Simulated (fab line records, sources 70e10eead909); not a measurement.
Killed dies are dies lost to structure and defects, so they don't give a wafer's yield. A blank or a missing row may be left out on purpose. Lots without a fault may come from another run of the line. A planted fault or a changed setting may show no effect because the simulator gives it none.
fab line records | flow nand_harc | part 2 of 2: steps 27 to 38 of 38
record lots=5 wafers=15 last_day=24
route steps=1159 shown P_M0@282 P_M1@285 P_M2@318
lots that met no fault: from a run of the same line without faults
start_h: hours from the record's first day to the start of the lot's first wafer shown | wait_h: hours since the lot's step before | " the same as in the row above | L1.1+2: a row that stands for several wafers | - no value, or no start given | * or withheld: withheld | < > ~ a bound
route shown NAME@n: a module of which the file shows steps, and the number in the route of the first | usual: mean/standard deviation of fault-free wafers | same: alike in all rows | chamber/n: place in a boat | sites: the reading at each site | _std_site: their standard deviation | _edge_site: outer sites' mean less inner sites' | radius_mm: how far each site lies from the wafer's centre | mask NAME#n: copy n | behind: the tool/chamber that last shaped the wafer | hold: why the lot was held/for how many hours/how that ended | device: the transistor (n, p or np) that didn't switch | end of line: the same wafers' tests at the end of the route | a step without rows: its recipe alone | killed: dies lost to structure and defects at the first sort, not the wafer's yield | map: a wafer's dies, x killed, . not, _ none there
set.NAME: the setting as run; set.NAME@STEP: as run at that earlier step | model.NAME: the simulator's own value behind a step, which no gauge read
lots at some steps of the route; a table a step, a row a wafer
services: from which hour (start_h, from the record's first day; less than 0 if before it) a tool's chamber was out of use, for how many hours, and why
## steps
# step NHARC_P_M1_PVD_21
# recipe target_thk_a=300 chamber_pressure_pa=5 power_w=5000 substrate_temp_c=30 time_s=20.49 material=Cu
# usual throttle_valve_pct=29.9/1.2
# same time_s=20.49
# columns lot.wafer tool chamber start_h wait_h throttle_valve_pct
L075.3 pvd_sputter-03 - - - 31.8
L075.2 " - " " 29.5
L075.5 " - " " 31.5
L081.1 pvd_sputter-02 - - - 28.9
L081.5 " - " " 29.2
L081.6 " - " " 32.2
L084.1 pvd_sputter-03 - - - 31.6
L084.4 " - " " 30.1
L084.6 " - " " 31.1
L088.3 pvd_sputter-01 - 200.74 0.1 30.2
L088.4 " - " " 27.2
L088.2 " - " " 30.4
L096.2 pvd_sputter-01 - - - 27.3
L096.6 " - " " 30.6
L096.5 " - " " 30.3
# step NHARC_P_M1_ECD_22
# recipe target_thk_a=4000 bath_temp_c=25 material=Cu
# columns lot.wafer tool chamber start_h wait_h
L075.2+3+5 ecd_cu-02 1,0,1 130.54 -
L081.1+6+5 ecd_cu-02 0,0,1 161.01 -
L084.1+4+6 ecd_cu-01 1,1,0 200.47 -
L088.2+4+3 ecd_cu-02 0,0,1 200.95 0.1
L096.2+6+5 ecd_cu-01 0,0,1 253.81 -
# step NHARC_P_M1_ANNEAL_31
# recipe temp_c=225 time_s=90
# usual anneal_temp_c_max=226.09/0.25 wafer_temp_C_max=226.13/0.27
# same time_s=90
# columns lot.wafer tool chamber start_h wait_h anneal_temp_c_max wafer_temp_C_max
L075.2 rtp_anneal-01 0 130.97 - 225.80 226.61
L075.3 " 0 " " 225.70 226.23
L075.5 " 0 " " 225.88 226.16
L081.1 rtp_anneal-02 0 161.39 0.3 226.38 226.11
L081.5 " 0 " " 226.66 226.99
L081.6 " 0 " " 226.48 225.81
L084.1 rtp_anneal-01 0 200.85 - 226.36 225.79
L084.4 " 0 " " 226.38 226.61
L084.6 " 0 " " 225.82 225.91
L088.2 rtp_anneal-02 0 201.45 0.4 226.42 225.84
L088.3 " 0 " " 226.06 226.01
L088.4 " 0 " " 226.17 225.82
L096.2 rtp_anneal-02 0 254.24 0.4 225.89 226.10
L096.5 " 0 " " 225.90 226.28
L096.6 " 0 " " 225.76 226.60
# step NHARC_P_M1_CMP_23
# recipe t_overpolish_s=20 target_thk_nm=157.82
# usual motor_current_A=12.2/1.4 time_to_endpoint_s=28/3
# columns lot.wafer tool chamber start_h wait_h motor_current_A time_to_endpoint_s
L075.2 cmp-01 2 131.26 - 13.8 31
L075.3 " 0 " " 13.8 28
L075.5 " 2 " " 13.4 32
L081.1 cmp-01 0 161.76 - 14.0 26
L081.6 " 3 " " 9.7 31
L081.5 " 0 " " 14.3 28
L084.1 cmp-01 2 201.23 - 14.0 29
L084.4 " 0 " " 13.8 29
L084.6 " 2 " " 13.3 29
L088.2 cmp-04 0 201.74 - 12.2 29
L088.3 " 1 " " 13.5 24
L088.4 " 2 " " 13.0 30
L096.2 cmp-01 0 254.59 - 13.9 25
L096.5 " 2 " " 13.3 30
L096.6 " 3 " " 9.6 28
# step NHARC_P_M1_THK_MEAS_24
# recipe thk_meas_gauge=xrf
# usual thk_nm=157.4/1.8
# columns lot.wafer tool chamber start_h wait_h thk_nm
L075.2 film_metro-02 - 131.58 - 159.1
L075.3 " - " " 158.4
L075.5 " - " " 158.0
L081.1 film_metro-02 - 162.05 - 156.6
L081.5 " - " " 155.0
L081.6 " - " " 157.2
L084.1 film_metro-02 - 201.52 - 160.4
L084.4 " - " " 155.7
L084.6 " - " " 157.5
L088.2 film_metro-02 - 202.06 - 156.7
L088.3 " - " " 154.2
L088.4 " - " " 154.8
L096.2 film_metro-01 - 254.85 - 156.6
L096.5 " - " " 157.1
L096.6 " - " " 157.4
# step NHARC_P_M1_SRD_25
# columns lot.wafer tool chamber start_h wait_h
L075.2+3+5 wet_bench-08 3,4,6 131.63 0.0
L081.6+5+1 wet_bench-10 1,3,4 162.09 0.0
L084.4+6+1 wet_bench-08 3,6,7 201.56 0.0
L088.4+3+2 wet_bench-08 1,2,4 202.10 0.0
L096.6+2+5 wet_bench-08 0,1,4 254.89 0.0
# step NHARC_P_M1_INSPECT_27
# usual raw_defect_count=331/130
# columns lot.wafer tool chamber start_h wait_h raw_defect_count
L075.2 defect_inspect-02 - 131.73 0.0 403
L075.3 " - " " 647
L075.5 " - " " 563
L081.1 defect_inspect-02 - 162.21 0.0 184
L081.5 " - " " 194
L081.6 " - " " 285
L084.1 defect_inspect-02 - 201.67 0.0 254
L084.4 " - " " 169
L084.6 " - " " 389
L088.2 defect_inspect-01 - 202.22 0.0 277
L088.3 " - " " 285
L088.4 " - " " 199
L096.2 defect_inspect-01 - 255.01 0.0 622
L096.5 " - " " 114
L096.6 " - " " 279
# step NHARC_P_M1_PRE_CLEAN_32
# recipe time_s=12 temp_c=370 rf_power_w=300 gas=NH3
# usual heater_power_outer_w=365/40 heater_power_w=617/65
# same time_s=12
# columns lot.wafer tool chamber start_h wait_h heater_power_outer_w heater_power_w since_wet_clean_h
L075.2 pecvd-03 1 131.80 0.1 325 572 8
L075.3 " 0 " " 433 666 8
L075.5 " 2 " " 386 703 -
L081.1 pecvd-03 1 162.29 0.1 385 653 38
L081.6 " 0 " " 372 589 -
L081.5 " 1 " " 370 660 -
L084.1 pecvd-03 0 201.82 0.2 436 681 78
L084.6 " 1 " " 391 664 -
L084.4 " 0 " " 433 677 -
L088.2 pecvd-02 2 202.30 0.1 357 591 36
L088.3 " 0 " " 372 624 36
L088.4 " 1 " " 265 443 -
L096.2 pecvd-03 2 255.10 0.1 423 735 131
L096.5 " 1 " " 303 555 -
L096.6 " 2 " " 424 736 -
# step NHARC_P_M1_DEP_33
# recipe target_thk_a=300 temp_c=370 target_thk_nm=30 pressure_torr=3 flow_sccm=200 rf_w=450 material=SiCN
# usual heater_power_outer_w=329/49 heater_power_w=569/74
# columns lot.wafer tool chamber start_h wait_h heater_power_outer_w heater_power_w since_wet_clean_h
L075.2 pecvd-03 1 131.88 0.1 272 514 8
L075.3 " 0 " " 414 654 8
L075.5 " 2 " " 347 646 -
L081.1 pecvd-03 1 162.39 0.1 261 508 38
L081.6 " 0 " " 416 642 -
L081.5 " 1 " " 261 503 -
L084.1 pecvd-03 0 201.96 0.1 333 552 78
L084.6 " 1 " " 300 534 -
L084.4 " 0 " " 332 552 -
L088.2 pecvd-02 2 202.41 0.1 275 497 36
L088.3 " 0 " " 271 491 36
L088.4 " 1 " " 276 480 -
L096.2 pecvd-03 2 255.24 0.1 295 561 131
L096.5 " 1 " " 323 593 -
L096.6 " 2 " " 295 567 -
# step NHARC_P_M2_DEP_00
# recipe target_thk_a=1825 target_thk_nm=182.5 temp_c=withheld pressure_torr=5 flow_sccm=200 rf_w=600 material=SiOC
# columns lot.wafer tool chamber start_h wait_h since_wet_clean_h
L075.3 pecvd-01 0 132.34 - 63
L075.2 " 1 " " 63
L075.5 " 2 " " -
L081.1 pecvd-03 0 - - 39
L081.6 " 0 " " -
L081.5 " 1 " " -
L084.1 pecvd-03 1 - - 78
L084.6 " 0 " " -
L084.4 " 2 " " -
L088.2 pecvd-03 1 202.82 - 79
L088.3 " 2 " " 79
L088.4 " 0 " " -
L096.2 pecvd-02 0 255.56 - 90
L096.5 " 0 " " -
L096.6 " 2 " " -
# step NHARC_P_M2_DEHYDRATE_01
# recipe temp_c=150 time_s=120
# same time_s=120
# columns lot.wafer tool chamber start_h wait_h
L075.2+3+5 litho_track-06 0 132.70 -
L081.1+5+6 litho_track-06 0 163.45 -
L084.1+4+6 litho_track-06 0 202.68 -
L088.2+3+4 litho_track-01 0 203.18 -
L096.2+5+6 litho_track-04 0 255.97 -
# step NHARC_P_M2_HMDS_02
# recipe time_s=30
# same time_s=30
# columns lot.wafer tool chamber start_h wait_h
L075.2+3+5 litho_track-06 0 - -
L081.1+5+6 litho_track-06 0 - -
L084.1+4+6 litho_track-06 0 - -
L088.2+3+4 litho_track-01 0 - -
L096.2+5+6 litho_track-04 0 - -
## services
# columns tool chamber start_h hours kind
cmp-01 - 103.82 1.6 repair
pecvd-03 - 111.00 13.0 pm
litho_track-06 - 117.00 7.0 pm
rie_diel-12 1 122.14 21.0 repair
rie_diel-01 2 128.26 7.2 repair
cmp-01 - 128.62 0.5 repair
rie_diel-01 - 138.09 9.0 pm
rie_diel-12 - 138.51 0.4 repair
litho_track-04 - 141.00 7.0 pm
pecvd-03 1 149.42 10.9 repair
pecvd-02 - 153.00 13.0 pm
pvd_sputter-01 - 158.00 10.0 pm
rie_diel-01 2 160.90 5.5 repair
pvd_sputter-02 - 161.85 10.6 repair
pecvd-01 - 162.90 1.1 repair
rie_diel-01 2 170.71 1.5 repair
cmp-01 - 179.63 4.0 pm
rie_diel-12 - 202.42 9.0 pm
rie_diel-06 - 212.17 0.3 repair
pvd_sputter-02 - 214.03 10.0 pm
wet_bench-08 - 230.42 8.0 pm
rie_diel-01 1 231.47 15.1 repair
pecvd-01 - 237.23 13.0 pm
rie_diel-06 - 241.20 9.0 pm
